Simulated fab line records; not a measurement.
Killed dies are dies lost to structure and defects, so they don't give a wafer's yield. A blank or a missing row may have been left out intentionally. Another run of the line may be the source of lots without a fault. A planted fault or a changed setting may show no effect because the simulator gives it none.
fab line records	flow n5Finfet
[record] lots = 24	wafers = 72	lastDay = 18
route steps=1938 shown WELL_APT@28 PMOS_HMC_CHANNEL_EPI@87 FIN_SAQP@99
lots untouched by any fault: they come from a run of this same line in which no faults occurred
startH: the number of hours between the record's first day and the start of the first shown wafer of the lot	waitH: hours since the lot's step before	" identical to the entry in the row above	L1.1+2: a row that stands for several wafers	- no value, or no start was given	* or withheld: withheld	< > ~ a bound
route shown NAME@n: a module of which the file shows steps, and the number in the route of the first	usual: the fault-free wafers' mean and standard deviation	same: alike in all rows	chamber/n: place in a boat	sites: readings site by site	_std_site: the values' standard deviation	_edge_site: inner sites' mean taken away from outer sites' mean	radiusMm: how far each site lies from the wafer's centre	mask NAME#n: copy n	behind: the tool/chamber that last shaped the wafer	hold: cause of the lot's hold/its duration in hours/its outcome	device: which transistor (n, p or np) failed to switch	end of line: tests run on the same wafers once the route is complete	a step without rows: its recipe alone	killed: dies that structure and defects cost at the first sort, which is not the same as the wafer's yield	map: a wafer's dies, marking killed ones x, the rest . and places with no die _
set.NAME: the setting as run; set.NAME@STEP: as run at that earlier step	model.NAME: the simulator's own value behind a step, which no gauge read
route steps across a sampled set of lots; one table per step, one row per wafer
services: a tool's chamber out of use, with start hour (startH, from the record's first day; less than 0 if before it), hours out, and reason
[[steps]]
[step N5_WELL_APT_CD_MEAS_08]
[recipe] targetCdNm = 200	landingEnergyEv = 500	detector = seInlens
[usual] cdNm = 199.4/1.3
lot.wafer	tool	chamber	startH	waitH	cdNm
L074.2	cdSem-02	0	13.84	-	198.0
L074.5	"	0	"	"	199.3
L074.6	"	0	"	"	200.7
L075.2	cdSem-01	0	19.81	-	196.0
L075.3	"	0	"	"	197.2
L075.5	"	0	"	"	197.1
L076.1	cdSem-01	0	25.82	-	198.6
L076.2	"	0	"	"	199.2
L076.5	"	0	"	"	200.1
L077.1	cdSem-02	0	31.70	-	202.0
L077.2	"	0	"	"	202.6
L077.5	"	0	"	"	201.4
L078.1	cdSem-02	0	37.83	-	199.3
L078.4	"	0	"	"	199.1
L078.6	"	0	"	"	201.2
L079.2	cdSem-03	0	43.68	-	199.6
L079.3	"	0	"	"	198.5
L079.4	"	0	"	"	200.5
L080.1	cdSem-03	0	49.70	-	197.9
L080.3	"	0	"	"	200.0
L080.4	"	0	"	"	199.1
L081.2	cdSem-01	0	55.69	-	199.5
L081.5	"	0	"	"	198.8
L081.6	"	0	"	"	200.0
L082.1	cdSem-02	0	61.68	-	199.1
L082.5	"	0	"	"	199.1
L082.6	"	0	"	"	200.1
L083.1	cdSem-02	0	67.83	-	200.3
L083.3	"	0	"	"	199.7
L083.4	"	0	"	"	201.4
L084.1	cdSem-02	0	74.22	-	199.5
L084.3	"	0	"	"	197.8
L084.6	"	0	"	"	198.4
L085.1	cdSem-01	0	79.71	-	198.8
L085.3	"	0	"	"	195.9
L085.6	"	0	"	"	197.4
L086.3	cdSem-02	0	85.69	-	199.7
L086.4	"	0	"	"	200.8
L086.5	"	0	"	"	199.1
L087.1	cdSem-03	0	91.69	-	198.3
L087.4	"	0	"	"	199.2
L087.5	"	0	"	"	198.5
L088.1	cdSem-03	0	97.80	-	199.1
L088.3	"	0	"	"	202.2
L088.6	"	0	"	"	199.5
L089.1	cdSem-01	0	103.74	-	200.0
L089.3	"	0	"	"	200.6
L089.5	"	0	"	"	200.9
L090.2	cdSem-02	0	109.76	-	199.2
L090.4	"	0	"	"	198.4
L090.6	"	0	"	"	200.7
L091.1	cdSem-02	0	115.58	-	198.2
L091.5	"	0	"	"	198.5
L091.6	"	0	"	"	199.1
L092.4	cdSem-02	0	122.25	-	198.9
L092.5	"	0	"	"	198.9
L092.6	"	0	"	"	201.2
L093.2	cdSem-02	0	127.94	-	200.0
L093.4	"	0	"	"	200.7
L093.5	"	0	"	"	200.0
L094.2	cdSem-02	0	133.58	-	199.1
L094.4	"	0	"	"	197.9
L094.6	"	0	"	"	199.1
L095.1	cdSem-03	0	139.56	-	198.5
L095.4	"	0	"	"	199.2
L095.5	"	0	"	"	199.5
L096.2	cdSem-01	0	145.81	-	197.6
L096.4	"	0	"	"	199.4
L096.6	"	0	"	"	200.2
L097.4	cdSem-03	0	151.81	-	199.2
L097.5	"	0	"	"	199.1
L097.6	"	0	"	"	197.2
[step N5_WELL_APT_OVL_MEAS_26]
[recipe] pointsPerWafer = 44
[usual] PWELL_OVL = -5/5.9
lot.wafer	tool	chamber	startH	waitH	PWELL_OVL[nm]
L074.2	overlay-01	0	14.99	0.0	-8
L074.5	"	0	"	"	-17
L074.6	"	0	"	"	-10
L075.2	overlay-01	0	20.96	0.0	0
L075.3	"	0	"	"	-5
L075.5	"	0	"	"	-7
L076.1	overlay-01	0	27.10	0.0	4
L076.2	"	0	"	"	0
L076.5	"	0	"	"	-8
L077.1	overlay-01	0	32.89	0.0	4
L077.2	"	0	"	"	0
L077.5	"	0	"	"	2
L078.1	overlay-01	0	39.05	0.0	4
L078.4	"	0	"	"	-4
L078.6	"	0	"	"	-7
L079.2	overlay-02	0	45.21	0.0	-8
L079.3	"	0	"	"	-12
L079.4	"	0	"	"	-4
L080.1	overlay-02	0	50.85	0.0	-2
L080.3	"	0	"	"	-4
L080.4	"	0	"	"	-7
L081.2	overlay-02	0	56.87	0.0	-5
L081.5	"	0	"	"	-8
L081.6	"	0	"	"	-13
L082.1	overlay-02	0	62.83	0.0	-4
L082.5	"	0	"	"	0
L082.6	"	0	"	"	5
L083.1	overlay-01	0	69.29	0.0	-3
L083.3	"	0	"	"	-3
L083.4	"	0	"	"	-1
L084.1	overlay-01	0	75.54	0.0	-16
L084.3	"	0	"	"	-21
L084.6	"	0	"	"	-14
L085.1	overlay-02	0	80.90	0.0	-4
L085.3	"	0	"	"	-5
L085.6	"	0	"	"	-11
L086.3	overlay-01	0	87.23	0.0	-1
L086.4	"	0	"	"	-2
L086.5	"	0	"	"	0
L087.1	overlay-01	0	92.96	0.0	-20
L087.4	"	0	"	"	-12
L087.5	"	0	"	"	-22
L088.1	overlay-01	0	99.14	0.0	-13
L088.3	"	0	"	"	-9
L088.6	"	0	"	"	0
L089.1	overlay-01	0	105.14	0.0	-13
L089.3	"	0	"	"	-8
L089.5	"	0	"	"	-9
L090.2	overlay-01	0	110.91	0.0	-14
L090.4	"	0	"	"	-4
L090.6	"	0	"	"	-10
L091.1	overlay-01	0	116.76	0.0	0
L091.5	"	0	"	"	-6
L091.6	"	0	"	"	-2
L092.4	overlay-02	0	123.40	0.0	4
L092.5	"	0	"	"	3
L092.6	"	0	"	"	0
L093.2	overlay-02	0	129.17	0.0	-4
L093.4	"	0	"	"	-4
L093.5	"	0	"	"	8
L094.2	overlay-01	0	134.88	0.0	-5
L094.4	"	0	"	"	-11
L094.6	"	0	"	"	0
L095.1	overlay-01	0	140.84	0.0	-7
L095.4	"	0	"	"	-9
L095.5	"	0	"	"	-12
L096.2	overlay-02	0	147.12	0.1	-11
L096.4	"	0	"	"	-9
L096.6	"	0	"	"	-8
L097.4	overlay-01	0	152.96	0.0	-8
L097.5	"	0	"	"	-1
L097.6	"	0	"	"	-5
[step N5_WELL_APT_INSPECT_38]
[recipe] inspectInstrument = darkfield	mode = postEpi
[usual] rawDefectCount = 13/5.1
lot.wafer	tool	chamber	startH	waitH	rawDefectCount
L074.2	defectInspect-01	-	16.91	0.6	8
L074.5	"	-	"	"	16
L074.6	"	-	"	"	7
L075.2	defectInspect-01	-	22.69	0.4	10
L075.3	"	-	"	"	12
L075.5	"	-	"	"	17
L076.1	defectInspect-01	-	29.01	0.5	12
L076.2	"	-	"	"	6
L076.5	"	-	"	"	18
L077.1	defectInspect-01	-	34.58	0.5	17
L077.2	"	-	"	"	12
L077.5	"	-	"	"	16
L078.1	defectInspect-02	-	40.75	0.5	10
L078.4	"	-	"	"	12
L078.6	"	-	"	"	15
L079.2	defectInspect-02	-	47.21	0.4	8
L079.3	"	-	"	"	11
L079.4	"	-	"	"	9
L080.1	defectInspect-02	-	52.55	0.5	14
L080.3	"	-	"	"	12
L080.4	"	-	"	"	16
L081.2	defectInspect-01	-	58.63	0.4	4
L081.5	"	-	"	"	8
L081.6	"	-	"	"	7
L082.1	defectInspect-01	-	64.55	0.6	15
L082.5	"	-	"	"	12
L082.6	"	-	"	"	9
L083.1	defectInspect-01	-	70.99	0.5	10
L083.3	"	-	"	"	5
L083.4	"	-	"	"	7
L084.1	defectInspect-02	-	77.24	0.5	19
L084.3	"	-	"	"	26
L084.6	"	-	"	"	19
L085.1	defectInspect-01	-	82.65	0.5	12
L085.3	"	-	"	"	8
L085.6	"	-	"	"	10
L086.3	defectInspect-01	-	89.47	0.4	9
L086.4	"	-	"	"	9
L086.5	"	-	"	"	8
L087.1	defectInspect-01	-	97.17	0.7	17
L087.4	"	-	"	"	17
L087.5	"	-	"	"	7
L088.1	defectInspect-02	-	101.30	0.7	17
L088.3	"	-	"	"	14
L088.6	"	-	"	"	30
L089.1	defectInspect-01	-	107.31	0.7	12
L089.3	"	-	"	"	9
L089.5	"	-	"	"	15
L090.2	defectInspect-01	-	112.80	0.6	16
L090.4	"	-	"	"	20
L090.6	"	-	"	"	17
L091.1	defectInspect-02	-	118.46	0.5	10
L091.5	"	-	"	"	14
L091.6	"	-	"	"	17
L092.4	defectInspect-01	-	125.38	0.3	10
L092.5	"	-	"	"	8
L092.6	"	-	"	"	3
L093.2	defectInspect-02	-	130.88	0.4	25
L093.4	"	-	"	"	14
L093.5	"	-	"	"	13
L094.2	defectInspect-02	-	137.37	0.8	13
L094.4	"	-	"	"	8
L094.6	"	-	"	"	7
L095.1	defectInspect-01	-	142.56	0.5	11
L095.4	"	-	"	"	12
L095.5	"	-	"	"	20
L096.2	defectInspect-01	-	149.03	0.6	4
L096.4	"	-	"	"	17
L096.6	"	-	"	"	13
L097.4	defectInspect-02	-	154.69	0.3	13
L097.5	"	-	"	"	16
L097.6	"	-	"	"	11
[step N5_PMOS_HMC_CHANNEL_EPI_EPI_26]
[recipe] material = Si	targetThkA = 38	tempC = 650	precursor = SiH4/H2	pressureTorr = 20	timeS = 22.7
[usual] throttleValvePct = 11.4/0.39
lot.wafer	tool	chamber	startH	waitH	throttleValvePct
L074.2	epiRpcvd-02	0	19.81	0.1	11.6
L074.5	"	0	"	"	11.8
L074.6	"	0	"	"	11.6
L075.2	epiRpcvd-04	0	25.64	0.1	11.2
L075.3	"	0	"	"	11.7
L075.5	"	0	"	"	11.5
L076.1	epiRpcvd-01	0	32.18	0.0	10.7
L076.2	"	0	"	"	10.6
L076.5	"	0	"	"	10.7
L077.1	epiRpcvd-01	0	37.70	0.0	10.8
L077.2	"	0	"	"	10.7
L077.5	"	0	"	"	10.8
L078.1	epiRpcvd-04	0	43.65	0.0	11.3
L078.4	"	0	"	"	11.2
L078.6	"	0	"	"	11.3
L079.2	epiRpcvd-02	0	50.16	0.1	11.4
L079.3	"	0	"	"	11.9
L079.4	"	0	"	"	11.6
L080.1	epiRpcvd-04	0	55.44	0.0	11.2
L080.3	"	0	"	"	11.3
L080.4	"	0	"	"	11.1
L081.2	epiRpcvd-02	0	61.45	0.1	11.4
L081.5	"	0	"	"	11.7
L081.6	"	0	"	"	11.5
L082.1	epiRpcvd-02	0	68.00	0.0	11.9
L082.5	"	0	"	"	11.6
L082.6	"	0	"	"	11.6
L083.1	epiRpcvd-02	0	73.96	0.0	11.8
L083.3	"	0	"	"	11.8
L083.4	"	0	"	"	11.4
L084.1	epiRpcvd-02	0	80.81	0.0	11.8
L084.3	"	0	"	"	11.6
L084.6	"	0	"	"	11.6
L085.1	epiRpcvd-02	0	85.84	0.0	11.6
L085.3	"	0	"	"	11.5
L085.6	"	0	"	"	11.7
L086.3	epiRpcvd-04	0	92.50	0.2	11.5
L086.4	"	0	"	"	11.3
L086.5	"	0	"	"	11.3
L087.1	epiRpcvd-01	0	100.72	0.0	10.8
L087.4	"	0	"	"	10.9
L087.5	"	0	"	"	11.0
L088.1	epiRpcvd-01	0	104.34	0.0	10.6
L088.3	"	0	"	"	10.9
L088.6	"	0	"	"	10.9
L089.1	epiRpcvd-04	0	110.61	0.0	11.5
L089.3	"	0	"	"	11.2
L089.5	"	0	"	"	11.5
L090.2	epiRpcvd-04	0	115.84	0.1	11.4
L090.4	"	0	"	"	11.6
L090.6	"	0	"	"	11.7
L091.1	epiRpcvd-02	0	121.81	0.0	11.6
L091.5	"	0	"	"	11.7
L091.6	"	0	"	"	11.6
L092.4	epiRpcvd-04	0	128.54	0.2	11.3
L092.5	"	0	"	"	11.1
L092.6	"	0	"	"	11.3
L093.2	epiRpcvd-02	0	134.29	0.1	11.7
L093.4	"	0	"	"	11.8
L093.5	"	0	"	"	11.7
L094.2	epiRpcvd-01	0	140.59	0.1	10.7
L094.4	"	0	"	"	10.7
L094.6	"	0	"	"	10.9
L095.1	epiRpcvd-02	0	145.80	0.0	11.8
L095.4	"	0	"	"	11.7
L095.5	"	0	"	"	11.6
L096.2	epiRpcvd-01	0	151.97	0.1	10.7
L096.4	"	0	"	"	10.8
L096.6	"	0	"	"	10.9
L097.4	epiRpcvd-04	0	157.80	0.2	11.2
L097.5	"	0	"	"	11.5
L097.6	"	0	"	"	11.2
[step N5_FIN_SAQP_PECVD_48]
[recipe] material = SiNx	targetThkA = 250	tempC = 400	precursor = SiH4/NH3/N2	pressureTorr = 1.5	rfW = 300	timeS = 22.1
[usual] heaterPowerW = 798/75	showerheadPlenumPTorr = 5.14/0.078	throttleValvePct = 39.1/1.1
lot.wafer	tool	chamber	startH	waitH	heaterPowerW	showerheadPlenumPTorr	throttleValvePct
L074.2	pecvd-02	1	21.37	0.0	869	5.04	38.2
L074.5	"	0	"	"	844	5.11	38.5
L074.6	"	2	"	"	866	5.18	38.6
L075.2	pecvd-04	1	26.68	0.0	740	5.08	41.0
L075.3	"	0	"	"	766	5.21	41.1
L075.5	"	0	"	"	748	5.20	41.3
L076.1	pecvd-02	0	33.32	0.0	836	5.10	38.3
L076.2	"	2	"	"	869	5.18	38.4
L076.5	"	0	"	"	858	5.10	38.4
L077.1	pecvd-03	0	39.07	0.0	868	5.13	37.7
L077.2	"	2	"	"	697	5.12	38.7
L077.5	"	1	"	"	789	5.31	38.8
L078.1	pecvd-02	2	44.73	0.0	746	5.18	38.4
L078.4	"	0	"	"	898	5.12	38.2
L078.6	"	2	"	"	739	5.19	38.7
L079.2	pecvd-03	0	51.20	0.0	754	5.11	37.8
L079.3	"	2	"	"	642	5.10	38.4
L079.4	"	2	"	"	665	5.12	38.3
L080.1	pecvd-03	2	58.54	0.0	693	5.12	38.1
L080.3	"	0	"	"	858	5.12	37.8
L080.4	"	1	"	"	805	5.33	38.9
L081.2	pecvd-03	1	63.76	0.0	746	5.33	38.9
L081.5	"	1	"	"	746	5.32	38.6
L081.6	"	2	"	"	602	5.13	38.6
L082.1	pecvd-02	0	69.34	0.0	879	5.11	38.4
L082.5	"	1	"	"	792	5.05	38.0
L082.6	"	0	"	"	889	5.11	38.6
L083.1	pecvd-04	2	76.31	0.0	857	5.13	39.7
L083.3	"	2	"	"	888	5.15	39.9
L083.4	"	1	"	"	778	5.09	41.4
L084.1	pecvd-03	1	81.92	0.0	830	5.33	39.0
L084.3	"	2	"	"	601	5.13	38.4
L084.6	"	2	"	"	615	5.12	38.5
L085.1	pecvd-02	1	89.07	0.0	863	5.03	38.0
L085.3	"	2	"	"	798	5.18	38.5
L085.6	"	2	"	"	788	5.19	38.7
L086.3	pecvd-04	0	93.55	0.0	696	5.20	40.8
L086.4	"	0	"	"	699	5.21	41.0
L086.5	"	2	"	"	858	5.14	40.0
L087.1	pecvd-03	0	101.93	0.0	731	5.13	37.9
L087.4	"	2	"	"	665	5.13	38.5
L087.5	"	0	"	"	749	5.14	37.8
L088.1	pecvd-04	1	105.73	0.0	754	5.08	41.2
L088.3	"	2	"	"	763	5.12	40.1
L088.6	"	2	"	"	740	5.13	40.4
L089.1	pecvd-03	2	111.85	0.0	598	5.12	38.2
L089.3	"	1	"	"	850	5.32	39.5
L089.5	"	1	"	"	830	5.32	39.5
L090.2	pecvd-04	0	117.02	0.0	805	5.20	41.0
L090.4	"	0	"	"	780	5.19	41.0
L090.6	"	2	"	"	816	5.12	40.2
L091.1	pecvd-04	0	122.89	0.0	795	5.20	40.9
L091.5	"	2	"	"	824	5.14	39.7
L091.6	"	0	"	"	797	5.21	40.7
L092.4	pecvd-04	1	129.71	0.0	738	5.07	41.5
L092.5	"	0	"	"	756	5.21	40.9
L092.6	"	2	"	"	859	5.14	40.2
L093.2	pecvd-02	0	135.32	0.0	890	5.11	38.7
L093.4	"	0	"	"	884	5.11	38.6
L093.5	"	2	"	"	765	5.17	38.3
L094.2	pecvd-03	2	141.78	0.0	707	5.12	38.1
L094.4	"	0	"	"	788	5.12	38.0
L094.6	"	1	"	"	780	5.34	39.7
L095.1	pecvd-02	1	146.87	0.0	848	5.06	38.0
L095.4	"	0	"	"	908	5.11	38.4
L095.5	"	2	"	"	797	5.19	38.7
L096.2	pecvd-02	2	153.00	0.0	745	5.18	38.7
L096.4	"	2	"	"	778	5.18	38.6
L096.6	"	0	"	"	830	5.10	38.6
L097.4	pecvd-02	1	158.81	0.0	897	5.06	38.0
L097.5	"	2	"	"	906	5.18	38.9
L097.6	"	1	"	"	866	5.06	38.1
[step N5_FIN_SAQP_INSPECT_18]
[recipe] mode = adi	inspectInstrument = brightfield
[usual] rawDefectCount = 353/100
lot.wafer	tool	chamber	startH	waitH	rawDefectCount
L074.2	defectInspect-02	-	21.92	0.0	335
L074.5	"	-	"	"	831
L074.6	"	-	"	"	411
L075.2	defectInspect-01	-	27.23	0.0	409
L075.3	"	-	"	"	260
L075.5	"	-	"	"	326
L076.1	defectInspect-01	-	33.91	0.0	341
L076.2	"	-	"	"	512
L076.5	"	-	"	"	432
L077.1	defectInspect-01	-	39.75	0.0	293
L077.2	"	-	"	"	344
L077.5	"	-	"	"	439
L078.1	defectInspect-02	-	45.28	0.0	314
L078.4	"	-	"	"	346
L078.6	"	-	"	"	319
L079.2	defectInspect-01	-	51.87	0.0	354
L079.3	"	-	"	"	320
L079.4	"	-	"	"	339
L080.1	defectInspect-02	-	59.23	0.0	497
L080.3	"	-	"	"	365
L080.4	"	-	"	"	299
L081.2	defectInspect-01	-	64.46	0.0	179
L081.5	"	-	"	"	216
L081.6	"	-	"	"	261
L082.1	defectInspect-01	-	70.07	0.0	341
L082.5	"	-	"	"	245
L082.6	"	-	"	"	317
L083.1	defectInspect-01	-	77.05	0.0	229
L083.3	"	-	"	"	238
L083.4	"	-	"	"	218
L084.1	defectInspect-02	-	82.59	0.0	322
L084.3	"	-	"	"	413
L084.6	"	-	"	"	286
L085.1	defectInspect-02	-	89.75	0.0	340
L085.3	"	-	"	"	401
L085.6	"	-	"	"	319
L086.3	defectInspect-02	-	94.12	0.0	335
L086.4	"	-	"	"	286
L086.5	"	-	"	"	333
L087.1	defectInspect-01	-	102.61	0.0	312
L087.4	"	-	"	"	374
L087.5	"	-	"	"	387
L088.1	defectInspect-01	-	106.33	0.0	326
L088.3	"	-	"	"	295
L088.6	"	-	"	"	223
L089.1	defectInspect-02	-	112.53	0.0	307
L089.3	"	-	"	"	273
L089.5	"	-	"	"	263
L090.2	defectInspect-01	-	117.70	0.0	450
L090.4	"	-	"	"	388
L090.6	"	-	"	"	572
L091.1	defectInspect-02	-	123.44	0.0	371
L091.5	"	-	"	"	481
L091.6	"	-	"	"	425
L092.4	defectInspect-02	-	130.37	0.0	367
L092.5	"	-	"	"	252
L092.6	"	-	"	"	256
L093.2	defectInspect-01	-	135.99	0.0	564
L093.4	"	-	"	"	390
L093.5	"	-	"	"	463
L094.2	defectInspect-02	-	142.33	0.0	345
L094.4	"	-	"	"	415
L094.6	"	-	"	"	535
L095.1	defectInspect-01	-	147.55	0.0	429
L095.4	"	-	"	"	306
L095.5	"	-	"	"	299
L096.2	defectInspect-02	-	153.69	0.0	265
L096.4	"	-	"	"	279
L096.6	"	-	"	"	205
L097.4	defectInspect-01	-	159.40	0.0	323
L097.5	"	-	"	"	265
L097.6	"	-	"	"	214
[[services]]
tool	chamber	startH	hours	kind
pecvd-03	1	-1.20	2.1	scheduledDown
pecvd-02	-	2.02	6.0	pm
epiRpcvd-04	-	2.19	8.1	pm
pecvd-02	-	14.05	1.0	repair
pecvd-02	1	30.25	5.5	scheduledDown
pecvd-04	0	31.37	2.1	scheduledDown
epiRpcvd-02	-	36.48	5.1	repair
pecvd-03	-	41.00	0.3	repair
pecvd-02	2	60.07	19.6	repair
pecvd-04	0	63.15	16.5	scheduledDown
pecvd-03	-	77.16	0.7	repair
pecvd-04	1	79.65	2.1	scheduledDown
pecvd-04	0	105.45	5.5	repair
pecvd-02	0	105.46	-	calibration
epiRpcvd-02	-	111.22	1.8	repair
epiRpcvd-02	-	137.09	0.5	pm
epiRpcvd-01	-	137.66	2.8	pm
pecvd-02	0	156.38	6.4	repair
[[key]]
fault none
